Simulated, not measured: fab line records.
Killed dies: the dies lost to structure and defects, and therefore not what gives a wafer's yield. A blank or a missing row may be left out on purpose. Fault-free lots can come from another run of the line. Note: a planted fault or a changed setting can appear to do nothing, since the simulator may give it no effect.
Chamber matching | flow n5_finfet | rie_diel-01 running N5_BEOL_M5_STRIP_19: 4 sister chambers
The step strips in O2. 20 wafers are shown with their chamber, then 10 later ones without.

== WAFERS WITH THEIR CHAMBER ==
wafer  | chamber | drypump_motor_current_A (A) | throttle_valve_pct (%) | showerhead_plenum_p_Torr (Torr)
L075.2 | 0       | 6.11                        | 16.19                  | 2.13
L075.5 | 3       | 5.91                        | 16.83                  | 2.02
L075.6 | 2       | 5.65                        | 16.28                  | 2.12
L077.1 | 3       | 5.90                        | 16.86                  | 2.02
L077.2 | 1       | 6.20                        | 16.38                  | 2.08
L077.5 | 1       | 6.23                        | 16.38                  | 2.08
L078.1 | 3       | 5.93                        | 16.86                  | 2.02
L078.4 | 1       | 6.20                        | 16.40                  | 2.08
L078.6 | 0       | 6.08                        | 16.22                  | 2.13
L082.3 | 0       | 6.11                        | 16.22                  | 2.13
L082.5 | 1       | 6.19                        | 16.42                  | 2.07
L082.6 | 0       | 6.10                        | 16.24                  | 2.13
L089.1 | 0       | 6.07                        | 16.25                  | 2.12
L089.4 | 1       | 6.22                        | 16.45                  | 2.07
L089.6 | 2       | 5.60                        | 16.33                  | 2.11
L088.2 | 3       | 5.91                        | 16.90                  | 2.01
L088.4 | 2       | 5.59                        | 16.32                  | 2.11
L088.6 | 3       | 5.89                        | 16.90                  | 2.01
L091.3 | 1       | 6.23                        | 16.44                  | 2.07
L091.4 | 3       | 5.91                        | 16.88                  | 2.01

SIGNATURES (averages over the wafers above)
reading                  | chamber 0 | chamber 1 | chamber 2 | chamber 3 | scatter within a chamber
drypump_motor_current_A  | 6.0940    | 6.2117    | 5.6133    | 5.9083    | 0.019
throttle_valve_pct       | 16.2240   | 16.4117   | 16.3100   | 16.8717   | 0.027
showerhead_plenum_p_Torr | 2.1280    | 2.0750    | 2.1133    | 2.0150    | 0.00528
Rule: for each reading, subtract the chamber's mean from the wafer's reading, divide by that reading's scatter and square the result; add these up over the readings and take the root, which gives the wafer's distance from the chamber. The wafer belongs to the nearest chamber; if the next one is less than 2 further off, it can't be placed. The scatter is the square root of a quotient: the sum, over the shown wafers, of each reading's squared deviation from its chamber's mean, divided by wafers minus chambers.

== WAFERS WITH NO CHAMBER GIVEN ==
wafer  | drypump_motor_current_A (A) | throttle_valve_pct (%) | showerhead_plenum_p_Torr (Torr)
L091.6 | 5.62                        | 16.32                  | 2.11
L094.1 | 6.08                        | 16.24                  | 2.12
L094.2 | 5.89                        | 16.91                  | 2.01
L094.3 | 6.24                        | 16.44                  | 2.07
L094.4 | 5.60                        | 16.34                  | 2.10
L094.5 | 6.22                        | 16.45                  | 2.07
L094.6 | 5.59                        | 16.35                  | 2.10
L096.2 | 6.19                        | 16.45                  | 2.06
L096.4 | 5.55                        | 16.35                  | 2.10
L096.5 | 6.21                        | 16.46                  | 2.06

== WHICH CHAMBER EACH ONE RAN IN ==
wafer  | from the rows above | in truth
L091.6 | 2                   | 2
L094.1 | 0                   | 0
L094.2 | 3                   | 3
L094.3 | 1                   | 1
L094.4 | 2                   | 2
L094.5 | 1                   | 1
L094.6 | 2                   | 2
L096.2 | 1                   | 1
L096.4 | 2                   | 2
L096.5 | 1                   | 1
Correctly placed: 10 of 10. Not placeable from these rows: 0. Placed wrongly: 0.
